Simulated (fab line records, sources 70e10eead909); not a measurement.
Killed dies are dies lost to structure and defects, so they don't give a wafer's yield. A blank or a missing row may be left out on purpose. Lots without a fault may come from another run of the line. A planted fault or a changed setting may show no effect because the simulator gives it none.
fab line records | flow nand_harc
record lots=6 wafers=18 last_day=32
route steps=1302 shown A_M1@1178 A_BONDPAD@1202 END@1302
lots that met no fault: from a run of the same line without faults
start_h: hours from the record's first day to the start of the lot's first wafer shown | wait_h: hours since the lot's step before | " the same as in the row above | L1.1+2: a row that stands for several wafers | - no value, or no start given | * or withheld: withheld | < > ~ a bound
route shown NAME@n: a module of which the file shows steps, and the number in the route of the first | usual: mean/standard deviation of fault-free wafers | same: alike in all rows | chamber/n: place in a boat | sites: the reading at each site | _std_site: their standard deviation | _edge_site: outer sites' mean less inner sites' | radius_mm: how far each site lies from the wafer's centre | mask NAME#n: copy n | behind: the tool/chamber that last shaped the wafer | hold: why the lot was held/for how many hours/how that ended | device: the transistor (n, p or np) that didn't switch | end of line: the same wafers' tests at the end of the route | a step without rows: its recipe alone | killed: dies lost to structure and defects at the first sort, not the wafer's yield | map: a wafer's dies, x killed, . not, _ none there
set.NAME: the setting as run; set.NAME@STEP: as run at that earlier step | model.NAME: the simulator's own value behind a step, which no gauge read
lots at some steps of the route; a table a step, a row a wafer
services: from which hour (start_h, from the record's first day; less than 0 if before it) a tool's chamber was out of use, for how many hours, and why
## steps
# step NHARC_A_M1_DEVELOP_08
# recipe develop_time_s=35 dev_temp_c=23
# step NHARC_A_M1_CD_MEAS_09
# recipe target_cd_nm=120 landing_energy_ev=500
# usual cd_nm=120.2/0.58
# columns lot.wafer tool chamber start_h wait_h cd_nm
L854.2 cd_sem-01 0 553.38 - 120.1
L854.3 " 0 " " 121.0
L854.5 " 0 " " 120.3
L862.1 cd_sem-02 0 638.92 - 119.7
L862.3 " 0 " " 120.7
L862.6 " 0 " " 121.4
L860.1 cd_sem-02 0 643.00 - 120.5
L860.5 " 0 " " 120.2
L860.6 " 0 " " 120.3
L868.1 cd_sem-03 0 683.71 - 121.4
L868.5 " 0 " " 120.7
L868.6 " 0 " " 119.5
L870.1 cd_sem-02 0 720.55 - 120.0
L870.4 " 0 " " 120.3
L870.5 " 0 " " 121.1
L872.2 cd_sem-03 0 732.38 - 120.5
L872.5 " 0 " " 120.1
L872.6 " 0 " " 119.9
# step NHARC_A_M1_OVL_MEAS_10
# recipe pitch_nm=240
# usual overlay_x_nm=0.2/1 overlay_y_nm=0.0/0.99
# columns lot.wafer tool chamber start_h wait_h overlay_x_nm overlay_y_nm
L854.2 overlay-02 - 553.47 - 1.8 -0.1
L854.3 " - " " 1.6 -0.2
L854.5 " - " " 2.3 0.1
L862.1 overlay-01 - 639.01 - 0.9 0.3
L862.3 " - " " 0.5 0.0
L862.6 " - " " 0.1 0.0
L860.1 overlay-02 - 643.09 - -0.3 0.6
L860.5 " - " " 0.6 0.8
L860.6 " - " " 0.0 1.2
L868.1 overlay-02 - 683.79 - 0.1 0.4
L868.5 " - " " 0.0 0.1
L868.6 " - " " -0.1 0.3
L870.1 overlay-02 - 720.64 - 0.8 -1.0
L870.4 " - " " 1.6 -0.7
L870.5 " - " " 1.2 -0.7
L872.2 overlay-02 - 732.47 - 0.9 -1.4
L872.5 " - " " 0.9 -2.0
L872.6 " - " " 0.6 -2.3
# step NHARC_A_M1_INSPECT_11
# usual raw_defect_count=80/35
# columns lot.wafer tool chamber start_h wait_h raw_defect_count
L854.2 defect_inspect-02 - 553.50 0.0 21
L854.3 " - " " 33
L854.5 " - " " 25
L862.1 defect_inspect-01 - 639.05 0.0 91
L862.3 " - " " 89
L862.6 " - " " 96
L860.1 defect_inspect-01 - 643.13 0.0 88
L860.5 " - " " 90
L860.6 " - " " 94
L868.1 defect_inspect-02 - 683.83 0.0 112
L868.5 " - " " 100
L868.6 " - " " 144
L870.1 defect_inspect-01 - 720.68 0.0 118
L870.4 " - " " 124
L870.5 " - " " 129
L872.2 defect_inspect-01 - 732.50 0.0 63
L872.5 " - " " 62
L872.6 " - " " 71
# step NHARC_A_M1_DESCUM_14
# recipe time_s=3 o2_flow_sccm=200 ar_flow_sccm=0 bias_power_w=0 chemistry=O2
# step NHARC_A_M1_ETCH_35
# recipe target_depth_a=400 overetch_a=120 time_s=43.94 ion_energy_ev=200 n2_flow_sccm=150 h2_flow_sccm=150 ar_flow_sccm=0 rf_w=400 bias_w=150 chemistry=N2/H2
# usual bias_w=150.0/0.47 drypump_motor_current_A=5.7/0.4 n2_flow_sccm=150.0/0.45 oes_product_au=1.001/0.011 rf_vpp_V=431.5/2.6 showerhead_plenum_p_Torr=2.07/0.091 throttle_valve_pct=14.172/0.01
# columns lot.wafer tool chamber start_h wait_h bias_w drypump_motor_current_A n2_flow_sccm oes_product_au rf_hours_counter_h rf_vpp_V showerhead_plenum_p_Torr throttle_valve_pct
L854.2 rie_diel-12 2 553.65 0.1 150.6 6.7 149.4 1.003 2.5 434.4 2.18 14.182
L854.3 " 0 " " 150.6 5.6 150.3 1.009 2.5 435.6 2.20 14.168
L854.5 " 3 " " 150.0 5.8 149.7 0.995 - 432.0 2.07 14.181
L862.3 rie_diel-10 1 639.20 0.1 149.3 6.0 150.5 1.016 0.9 430.5 2.02 14.176
L862.1 " 2 " " 150.7 5.4 150.2 0.988 1.1 433.8 2.18 14.187
L862.6 " 0 " " 150.2 5.4 149.6 0.988 - 430.5 2.01 14.187
L860.1 rie_diel-01 0 643.28 0.1 149.8 5.9 149.7 1.012 3.5 430.3 2.04 14.166
L860.5 " 3 " " 149.2 5.1 150.3 1.025 - 427.4 1.90 14.174
L860.6 " 0 " " 149.7 5.9 150.3 0.998 - 431.2 2.04 14.152
L868.1 rie_diel-01 3 683.98 0.1 149.3 5.1 149.9 1.015 4.9 426.1 1.89 14.174
L868.6 " 2 " " 150.0 5.9 150.4 0.996 - 434.7 2.18 14.156
L868.5 " 3 " " 149.5 5.1 149.4 1.008 - 426.0 1.89 14.191
L870.1 rie_diel-10 2 720.83 0.1 149.4 5.5 149.5 0.993 6.2 433.7 2.18 14.168
L870.4 " 0 " " 149.6 5.4 150.5 0.988 6.2 429.3 2.01 14.161
L870.5 " 2 " " 150.4 5.5 149.2 0.978 - 433.7 2.18 14.179
L872.2 rie_diel-01 1 732.67 0.1 150.3 5.5 149.8 0.992 8.3 429.4 1.99 14.153
L872.5 " 2 " " 149.8 5.9 150.5 0.992 - 433.9 2.18 14.171
L872.6 " 3 " " 149.8 5.1 149.6 1.011 - 428.1 1.89 14.177
# step NHARC_A_M1_ETCH_15
# recipe target_depth_a=1825 time_s=91.2 c4f8_flow_sccm=withheld ar_flow_sccm=400 rf_w=600 bias_w=300 chemistry=C4F8/Ar
# step NHARC_A_M1_CD_MEAS_16
# usual cd_nm=120.1/0.74
# columns lot.wafer tool chamber start_h wait_h cd_nm
L854.2 cd_sem-03 - 553.87 - 119.5
L854.3 " - " " 120.2
L854.5 " - " " 119.4
L862.1 cd_sem-03 - 639.41 - 120.0
L862.3 " - " " 121.2
L862.6 " - " " 120.8
L860.1 cd_sem-01 - 643.49 - 119.8
L860.5 " - " " 119.4
L860.6 " - " " 120.2
L868.1 cd_sem-03 - 684.19 - 121.3
L868.5 " - " " 120.7
L868.6 " - " " 119.4
L870.1 cd_sem-01 - 721.05 - 120.4
L870.4 " - " " 120.7
L870.5 " - " " 119.9
L872.2 cd_sem-02 - 732.87 - 121.0
L872.5 " - " " 120.4
L872.6 " - " " 120.1
# step NHARC_A_M1_STRIP_18
# recipe power_w=1000 n2_flow_sccm=150 h2_flow_sccm=150 ar_flow_sccm=0 bias_w=0 chemistry=N2/H2
# step NHARC_A_M1_ETCH_28
# recipe target_depth_a=300 over_etch_frac=0.3 time_s=72.99 ion_energy_ev=150 cf4_flow_sccm=50 n2_flow_sccm=100 ar_flow_sccm=150 rf_w=300 bias_w=100 chemistry=CF4/N2
# step NHARC_A_M1_STRIP_19
# recipe time_s=600 temp_c=30 chemistry=post_etch_residue_remover
# step NHARC_A_M1_DEGAS_29
# recipe temp_c=250 time_s=60
# usual heater_power_w=338/26 susceptor_temp_C=249.99/0.19
# columns lot.wafer tool chamber start_h wait_h heater_power_w susceptor_temp_C
L854.3 pvd_sputter-03 - 554.60 - 360 250.06
L854.2 " - " " 318 249.99
L854.5 " - " " 353 250.05
L862.1 pvd_sputter-01 - 640.21 - 365 249.95
L862.3 " - " " 340 249.75
L862.6 " - " " 322 249.85
L860.1 pvd_sputter-03 - 644.21 - 344 250.30
L860.6 " - " " 344 250.35
L860.5 " - " " 378 249.77
L868.1 pvd_sputter-01 - 684.91 - 294 249.87
L868.5 " - " " 279 250.05
L868.6 " - " " 369 250.12
L870.1 pvd_sputter-03 - 721.78 - 335 -
L870.4 " - " " 366 -
L870.5 " - " " 317 -
L872.2 pvd_sputter-03 - 733.60 - 334 -
L872.6 " - " " 363 -
L872.5 " - " " 313 -
# step NHARC_A_M1_PRE_CLEAN_30
# recipe time_s=30 temp_c=280 gas=H2/He
# usual heater_power_w=418/32 susceptor_temp_C=280.01/0.19
# columns lot.wafer tool chamber start_h wait_h heater_power_w susceptor_temp_C
L854.3 pvd_sputter-03 - 554.64 - 396 280.10
L854.2 " - " " 419 279.96
L854.5 " - " " 383 280.00
L862.3 pvd_sputter-01 - 640.25 - 411 279.95
L862.1 " - " " 400 280.00
L862.6 " - " " 391 279.97
L860.1 pvd_sputter-03 - 644.26 - 387 -
L860.6 " - " " 389 -
L860.5 " - " " 411 -
L868.1 pvd_sputter-01 - 684.98 - 411 280.52
L868.5 " - " " 359 280.31
L868.6 " - " " 452 280.14
L870.4 pvd_sputter-03 - 721.84 - 457 -
L870.1 " - " " 411 -
L870.5 " - " " 450 -
L872.2 pvd_sputter-03 - 733.66 - 417 280.29
L872.5 " - " " 462 279.63
L872.6 " - " " 397 279.79
# step NHARC_A_M1_PVD_20
# recipe target_thk_a=50 bias_v=168.6 power_w=15000 chamber_pressure_pa=0.12 time_s=8.06 substrate_temp_c=50 material=TaN
# step NHARC_A_M1_PVD_21
# recipe target_thk_a=300 chamber_pressure_pa=5 power_w=5000 substrate_temp_c=30 time_s=20.49 material=Cu
# usual throttle_valve_pct=30.2/1.1
# columns lot.wafer tool chamber start_h wait_h throttle_valve_pct
L854.3 pvd_sputter-03 - - - 32.1
L854.2 " - " " 29.4
L854.5 " - " " 29.5
L862.3 pvd_sputter-01 - - - 28.8
L862.1 " - " " 29.0
L862.6 " - " " 29.4
L860.1 pvd_sputter-03 - - - 29.3
L860.5 " - " " 29.9
L860.6 " - " " 29.6
L868.1 pvd_sputter-01 - - - 31.9
L868.5 " - " " 32.0
L868.6 " - " " 29.5
L870.1 pvd_sputter-03 - - - 30.2
L870.4 " - " " 29.5
L870.5 " - " " 31.8
L872.2 pvd_sputter-03 - - - 31.5
L872.5 " - " " 29.5
L872.6 " - " " 29.7
# step NHARC_A_M1_ECD_22
# recipe target_thk_a=4000 bath_temp_c=25 material=Cu
# step NHARC_A_M1_ANNEAL_31
# recipe temp_c=225 time_s=90
# step NHARC_A_M1_CMP_23
# recipe t_overpolish_s=20 target_thk_nm=154.34
# step NHARC_A_M1_THK_MEAS_24
# recipe thk_meas_gauge=xrf
# usual thk_nm=154.0/1.7
# columns lot.wafer tool chamber start_h wait_h thk_nm
L854.2 film_metro-02 - 556.02 - 154.9
L854.3 " - " " 154.7
L854.5 " - " " 156.7
L862.1 film_metro-02 - 641.58 - 156.3
L862.3 " - " " 156.9
L862.6 " - " " 154.9
L860.1 film_metro-01 - 645.61 - 150.0
L860.5 " - " " 155.3
L860.6 " - " " 152.0
L868.1 film_metro-01 - 686.31 - 154.5
L868.5 " - " " 152.6
L868.6 " - " " 153.5
L870.1 film_metro-01 - 723.17 - 155.7
L870.4 " - " " 154.5
L870.5 " - " " 154.8
L872.2 film_metro-02 - 734.98 - 155.0
L872.5 " - " " 155.8
L872.6 " - " " 156.0
# step NHARC_A_M1_SRD_25
# step NHARC_A_M1_PRE_CLEAN_32
# recipe time_s=12 temp_c=370 rf_power_w=300 gas=NH3
# step NHARC_A_M1_DEP_33
# recipe target_thk_a=300 temp_c=370 target_thk_nm=30 pressure_torr=3 flow_sccm=200 rf_w=450 material=SiCN
# step NHARC_A_BONDPAD_DEP_00
# recipe target_thk_a=2500 temp_c=370 target_thk_nm=250 pressure_torr=3 flow_sccm=200 rf_w=450 material=SiCN
# step NHARC_A_BONDPAD_CMP_29
# recipe target_thk_nm=200 material=SiCN
# step NHARC_A_BONDPAD_THK_MEAS_30
# recipe thk_meas_gauge=ellipsometry
# usual thk_nm=199.4/1.8
# columns lot.wafer tool chamber start_h wait_h thk_nm
L854.2 film_metro-02 - 557.53 0.2 199.7
L854.3 " - " " 198.3
L854.5 " - " " 196.8
L862.1 film_metro-02 - 643.13 0.2 198.8
L862.3 " - " " 200.4
L862.6 " - " " 198.7
L860.1 film_metro-02 - 647.13 0.2 200.2
L860.5 " - " " 202.3
L860.6 " - " " 199.5
L868.1 film_metro-02 - 687.82 0.2 198.3
L868.5 " - " " 196.8
L868.6 " - " " 198.0
L870.1 film_metro-02 - 724.69 0.2 203.3
L870.4 " - " " 198.4
L870.5 " - " " 199.3
L872.2 film_metro-02 - 736.49 0.2 197.9
L872.5 " - " " 198.6
L872.6 " - " " 198.3
# step NHARC_A_BONDPAD_SRD_31
# step NHARC_A_BONDPAD_DEHYDRATE_01
# recipe temp_c=150 time_s=120
# step NHARC_A_BONDPAD_HMDS_02
# recipe time_s=30
# step NHARC_A_BONDPAD_COAT_33
# recipe temp_c=200 time_s=65
# step NHARC_A_BONDPAD_COAT_03
# recipe spin_rpm=2000 resist_thk_nm=600
# step NHARC_A_BONDPAD_SOFTBAKE_04
# recipe temp_c=125 time_s=70
# step NHARC_A_BONDPAD_EBR_05
# step NHARC_A_BONDPAD_EXPOSE_06
# recipe na=0.55 dose_mj=36.99 mask_id=A_BPAD
# step NHARC_A_BONDPAD_PEB_07
# recipe peb_temp_c=128 peb_time_s=80
# step NHARC_A_BONDPAD_DEVELOP_08
# recipe time_s=50 dev_temp_c=22
# step NHARC_A_BONDPAD_CD_MEAS_09
# recipe target_cd_nm=500 landing_energy_ev=500
# usual cd_nm=500.2/1.5
# columns lot.wafer tool chamber start_h wait_h cd_nm
L854.2 cd_sem-03 0 557.98 - 503.2
L854.3 " 0 " " 501.9
L854.5 " 0 " " 501.6
L862.1 cd_sem-02 0 643.69 - 497.0
L862.3 " 0 " " 498.8
L862.6 " 0 " " 501.6
L860.1 cd_sem-02 0 647.69 - 501.9
L860.5 " 0 " " 499.6
L860.6 " 0 " " 499.0
L868.1 cd_sem-02 0 688.38 - 499.8
L868.5 " 0 " " 500.2
L868.6 " 0 " " 499.8
L870.1 cd_sem-02 0 725.25 - 498.5
L870.4 " 0 " " 500.8
L870.5 " 0 " " 499.8
L872.2 cd_sem-03 0 737.05 - 500.7
L872.5 " 0 " " 501.6
L872.6 " 0 " " 500.9
# step NHARC_A_BONDPAD_OVL_MEAS_35
# usual overlay_x_nm=-2/5.8 overlay_y_nm=-1/4.6
# columns lot.wafer tool chamber start_h wait_h overlay_x_nm overlay_y_nm
L854.2 overlay-02 - 558.06 - -2 1
L854.3 " - " " -2 2
L854.5 " - " " -2 1
L862.1 overlay-01 - 643.78 - 3 1
L862.3 " - " " 3 0
L862.6 " - " " 2 0
L860.1 overlay-01 - 647.79 - -4 0
L860.5 " - " " -5 0
L860.6 " - " " -4 0
L868.1 overlay-01 - 688.47 - -11 -8
L868.5 " - " " -11 -8
L868.6 " - " " -11 -8
L870.1 overlay-02 - 725.34 - -1 0
L870.4 " - " " -1 0
L870.5 " - " " -1 -1
L872.2 overlay-02 - 737.14 - 4 -5
L872.5 " - " " 4 -5
L872.6 " - " " 4 -5
# step NHARC_A_BONDPAD_HARDBAKE_10
# recipe temp_c=118 time_s=65
# step NHARC_A_BONDPAD_DESCUM_11
# recipe time_s=3 o2_flow_sccm=200 ar_flow_sccm=0 bias_power_w=0 chemistry=O2
# usual drypump_motor_current_A=5.5/0.38 oes_product_au=0.993/0.011 rf_vpp_V=57.8/0.95 showerhead_plenum_p_Torr=1.92/0.11 throttle_valve_pct=11.310/0.0096
# columns lot.wafer tool chamber start_h wait_h drypump_motor_current_A oes_product_au rf_hours_counter_h rf_vpp_V showerhead_plenum_p_Torr throttle_valve_pct
L854.3 rie_diel-03 0 558.19 - 5.2 0.990 3 57.9 2.02 11.311
L854.2 " 1 " " 6.1 0.980 3 57.8 1.80 11.331
L854.5 " 0 " " 5.2 0.999 - 58.8 2.02 11.311
L862.3 rie_diel-04 2 643.91 - 6.0 1.012 38 59.5 2.05 11.303
L862.1 " 3 " " 6.4 0.999 41 58.0 1.83 11.307
L862.6 " 2 " " 6.0 1.012 - 59.1 2.05 11.302
L860.1 rie_diel-03 2 647.93 - 5.2 0.984 0 58.3 2.05 11.308
L860.5 " 0 " " 5.2 0.995 - 59.4 2.01 11.310
L860.6 " 1 " " 6.1 0.991 - 58.5 1.80 11.298
L868.1 rie_diel-03 0 688.61 - 5.2 0.996 1 58.9 2.02 11.313
L868.5 " 3 " " 5.6 1.004 - 57.6 1.81 11.315
L868.6 " 0 " " 5.2 0.999 - 58.6 2.02 11.320
L870.4 rie_diel-03 1 725.46 - 6.1 0.999 2 57.3 1.80 11.305
L870.1 " 0 " " 5.2 0.990 2 57.0 2.02 11.326
L870.5 " 1 " " 6.1 1.003 - 56.0 1.80 11.317
L872.2 rie_diel-03 1 737.26 - 6.1 0.995 2 57.2 1.80 11.304
L872.6 " 1 " " 6.1 0.998 - 57.3 1.80 11.320
L872.5 " 2 " " 5.2 0.973 - 58.4 2.05 11.301
# step NHARC_A_BONDPAD_ETCH_34
# recipe target_depth_a=600 overetch_a=180 time_s=65.91 ion_energy_ev=200 n2_flow_sccm=150 h2_flow_sccm=150 ar_flow_sccm=0 rf_w=400 bias_w=150 chemistry=N2/H2
# usual bias_w=150.0/0.53 drypump_motor_current_A=5.5/0.37 n2_flow_sccm=150.0/0.47 oes_product_au=0.995/0.011 rf_vpp_V=431/3.4 showerhead_plenum_p_Torr=2.05/0.12 throttle_valve_pct=14.173/0.0085
# columns lot.wafer tool chamber start_h wait_h bias_w drypump_motor_current_A n2_flow_sccm oes_product_au rf_hours_counter_h rf_vpp_V showerhead_plenum_p_Torr throttle_valve_pct
L854.2 rie_diel-03 1 558.28 0.1 150.5 6.1 149.1 0.973 3 427 1.91 14.188
L854.3 " 2 " " 149.7 5.2 150.0 0.983 3 433 2.19 14.182
L854.5 " 0 " " 150.8 5.2 149.9 0.997 - 435 2.15 14.165
L862.3 rie_diel-04 1 644.00 0.1 150.0 4.8 150.3 1.000 33 432 2.13 14.169
L862.1 " 3 " " 149.4 6.4 149.8 0.997 41 429 1.95 14.181
L862.6 " 0 " " 150.0 6.1 150.2 0.988 - 432 2.09 14.163
L860.1 rie_diel-03 0 648.00 0.1 149.6 5.2 149.6 0.991 0 433 2.15 14.178
L860.6 " 0 " " 148.9 5.2 149.2 0.994 - 434 2.15 14.164
L860.5 " 1 " " 150.3 6.1 149.8 0.993 - 428 1.91 14.178
L868.1 rie_diel-03 1 688.70 0.1 149.8 6.0 150.6 0.987 1 427 1.91 14.173
L868.6 " 3 " " 149.9 5.6 149.5 1.015 - 428 1.93 14.169
L868.5 " 0 " " 150.1 5.2 149.4 1.004 - 432 2.15 14.168
L870.1 rie_diel-03 2 725.55 0.1 149.8 5.2 150.3 0.988 2 435 2.19 14.171
L870.4 " 1 " " 149.8 6.0 150.1 1.000 2 426 1.91 14.161
L870.5 " 3 " " 149.1 5.6 150.1 1.010 - 426 1.93 14.159
L872.2 rie_diel-03 2 737.36 0.1 150.3 5.2 150.6 0.979 2 435 2.19 14.163
L872.6 " 1 " " 149.7 6.0 149.2 1.002 - 427 1.91 14.179
L872.5 " 2 " " 150.1 5.2 150.6 0.977 - 435 2.19 14.169
# step NHARC_END_SORT_01
# recipe temp_c=25
# usual defect_limited_yield=91/3 killed_at_array=55/20 killed_at_other=1.2/1.3 killed_at_periphery=4.0/3 killed_dies=60/21 killed_open=3.2/1.9 killed_short=2.5/1.6
# same gross_dies=677
# columns lot.wafer tool chamber start_h wait_h defect_limited_yield[%] killed_at_array killed_at_other killed_at_periphery killed_dies killed_open killed_short
L860.1 prober-01 0 692.49 2.5 91 55 2 2 59 2 2
L860.5 prober-01 0 695.64 3.6 93 44 1 0 45 2 1
L860.6 prober-01 0 696.42 3.9 91 60 0 1 61 0 2
L870.1 prober-01 0 762.97 2.5 76 156 0 9 165 3 1
L870.4 prober-01 0 765.35 3.4 79 141 0 4 145 1 3
L870.5 prober-01 0 766.15 3.7 81 124 3 5 132 4 1
L872.2 prober-01 0 771.86 2.8 79 138 1 2 141 3 1
L872.5 prober-01 0 774.23 3.7 80 132 0 2 134 1 2
L872.6 prober-01 0 775.02 4.0 77 152 1 3 156 3 1
# killed by level:class
L860.1 A_SLIT:chamber_film_flake=28 A_CHANNEL_HOLE_D2:chamber_film_flake=8 A_STAIRCASE:chamber_film_flake=3 A_WL_FILL:chamber_film_flake=3 A_CONTACT:chamber_film_flake=3 A_CHANNEL_HOLE_D1:chamber_film_flake=2 A_CHANNEL_FILL_D1:chamber_film_flake=2 A_BONDPAD:chamber_film_flake=2
L860.5 A_SLIT:chamber_film_flake=21 A_CHANNEL_HOLE_D2:chamber_film_flake=6 A_BONDPAD:chamber_film_flake=4 A_CHANNEL_HOLE_D1:chamber_film_flake=3 A_CHANNEL_FILL_D1:chamber_film_flake=2 A_STAIRCASE:chamber_film_flake=2 A_CONTACT:chamber_film_flake=2 A_ONON_D1:geometric_particle:open=1
L860.6 A_SLIT:chamber_film_flake=34 A_CHANNEL_HOLE_D2:chamber_film_flake=13 A_CHANNEL_HOLE_D1:chamber_film_flake=2 A_STAIRCASE:chamber_film_flake=2 A_WL_FILL:chamber_film_flake=2 A_CONTACT:chamber_film_flake=2 A_ONON_D2:geometric_particle:short=1 A_CHANNEL_HOLE_D2:geometric_particle:short=1
L870.1 A_M1:unspecified=78 A_SLIT:chamber_film_flake=32 A_CHANNEL_HOLE_D2:chamber_film_flake=25 A_CHANNEL_HOLE_D1:chamber_film_flake=10 P_GATE:chamber_film_flake=4 A_CONTACT:chamber_film_flake=4 P_STI:chamber_film_flake=2 P_GATE:geometric_particle:open=1
L870.4 A_M1:unspecified=99 A_SLIT:chamber_film_flake=13 A_CHANNEL_HOLE_D2:chamber_film_flake=9 A_CHANNEL_HOLE_D1:chamber_film_flake=7 A_CONTACT:chamber_film_flake=6 P_GATE:chamber_film_flake=2 A_STAIRCASE:chamber_film_flake=2 A_DECK1_JOINT:geometric_particle:short=1
L870.5 A_M1:unspecified=85 A_CHANNEL_HOLE_D2:chamber_film_flake=17 A_SLIT:chamber_film_flake=10 A_CHANNEL_HOLE_D1:chamber_film_flake=5 A_CONTACT:chamber_film_flake=4 P_GATE:chamber_film_flake=3 THIN_TSV:chamber_film_flake=2 P_M0:geometric_particle:open=1
L872.2 A_M1:unspecified=99 A_CHANNEL_HOLE_D2:chamber_film_flake=18 A_SLIT:chamber_film_flake=8 A_CONTACT:chamber_film_flake=6 A_CHANNEL_HOLE_D1:chamber_film_flake=3 P_M0:geometric_particle:open=1 A_CHANNEL_FILL_D2:geometric_particle:short=1 A_WL_FILL:geometric_particle:open=1
L872.5 A_M1:unspecified=89 A_CHANNEL_HOLE_D2:chamber_film_flake=19 A_SLIT:chamber_film_flake=16 A_CONTACT:chamber_film_flake=4 A_CHANNEL_HOLE_D1:chamber_film_flake=2 P_STI:geometric_particle:short=1 A_ONON_D2:geometric_particle:short=1 A_ONON_D2:geometric_particle:open=1
L872.6 A_M1:unspecified=102 A_CHANNEL_HOLE_D2:chamber_film_flake=29 A_SLIT:chamber_film_flake=9 A_CONTACT:chamber_film_flake=4 P_M1:chamber_film_flake=3 A_CHANNEL_HOLE_D1:chamber_film_flake=3 A_CHANNEL_FILL_D1:geometric_particle:short=1 A_CHANNEL_HOLE_D2:geometric_particle:open=1
# map L870.1 (x killed, . not)
____________.____________
_________......._________
_______x.........._______
______xxxxx........______
_____xxxxxx...x....._____
____xxxxxx...xxx.....____
____xxxxxxxxxxxx.....____
___xxxxxxx..xxxxx.....___
___xxxxxxxxxxxxxx.....___
__xxxxxxxxx.xxxxxxx....__
__xxxxxxxx..xxxx.......__
_.xxxxxxx...xxx.x......._
_..xxxxxxxxxxxx.xxx....._
_xx.xxxxx..x.xxx........_
_x...x.....xxx.xxxx...x._
_...........x..x.x......_
x...x........xxxx........
.x.......................
x..x.....................
..................x.....x
x...x....................
_x......................_
_x......................_
_...................x..._
_...................x..._
_x..x....x............x._
__............x........__
__.....................__
___...................___
___...................___
____.................____
____.....x...........____
_____.......x......._____
______.............______
_______.x....x...._______
_________......._________
____________x____________
# map L872.6 (x killed, . not)
____________.____________
_________......._________
_______..........._______
______.x....x......______
_____..............._____
____.........x.....x.____
____....x.....xx...x.____
___..........x........___
___........x...xx.x...___
__........x..xx........__
__.........x..x.x.x....__
_x.........x.xx.xx......_
_...........xxxxxx....x._
_........x...x..x......._
_...........xx...xx..x.._
_..................x...._
..x.........x............
..............x....x.....
..................x......
....................x....
............xxx..........
_..........xxxx..x.....x_
_.........xxxxxxxx......_
_........xxxxxxxxx......_
_........xxxxxxxxx......_
_........xxxxxxxxx....x._
__.......xxxxxxxx......__
__.......xxxxxxxxx.....__
___.....xxxxxxxxxxx...___
___......xxxxxxxx.....___
____.....xxxxxxxx....____
____...x..xxxxxxx....____
_____......xxxxx...._____
______.....xx.xx...______
_______.......x..._______
_________...x..._________
____________.____________
## services
# columns tool chamber start_h hours kind
rie_diel-04 - 533.45 9.0 pm
rie_diel-10 0 537.64 14.2 repair
pvd_sputter-01 - 547.17 1.3 repair
rie_diel-12 - 550.33 1.0 repair
pvd_sputter-01 - 554.22 0.9 repair
rie_diel-12 - 554.55 1.1 repair
rie_diel-12 1 556.63 8.4 repair
rie_diel-01 - 557.82 9.0 pm
pvd_sputter-03 - 576.19 3.6 repair
pvd_sputter-01 - 582.05 10.0 pm
rie_diel-10 - 596.50 9.0 pm
rie_diel-01 1 600.65 3.8 repair
rie_diel-10 - 608.18 0.7 repair
rie_diel-01 3 621.98 20.5 repair
rie_diel-12 1 622.21 10.0 repair
pvd_sputter-01 - 625.34 4.8 repair
rie_diel-03 2 627.61 6.7 repair
rie_diel-03 - 635.30 9.0 pm
pvd_sputter-01 - 660.35 4.0 repair
pvd_sputter-03 - 704.02 10.0 pm
rie_diel-01 3 707.37 4.7 repair
rie_diel-04 - 710.56 9.0 pm
rie_diel-01 2 733.60 34.2 repair
rie_diel-01 - 734.82 9.0 pm
## key
first_sign step=NHARC_END_SORT_01 reading=killed_at_array direction=up sigmas=4.2 usual=55 struck=140
effect step=NHARC_END_SORT_01 reading=killed_dies direction=up sigmas=4.1 usual=60 struck=146
more_kills_born_at NHARC_A_M1_PRE_CLEAN_30@pvd_sputter-03=552
met_at NHARC_A_M1_PRE_CLEAN_30
struck_wafers L870.1,L870.4,L870.5,L872.2,L872.5,L872.6
onset_between 644.26 721.84
also_fits time
fault kind=chamber_particle_source tool=pvd_sputter-03 chamber=- onset_h=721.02 steps=NHARC_A_M1_PRE_CLEAN_30 rate_per_visit_cm2=1.5767 end_h=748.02
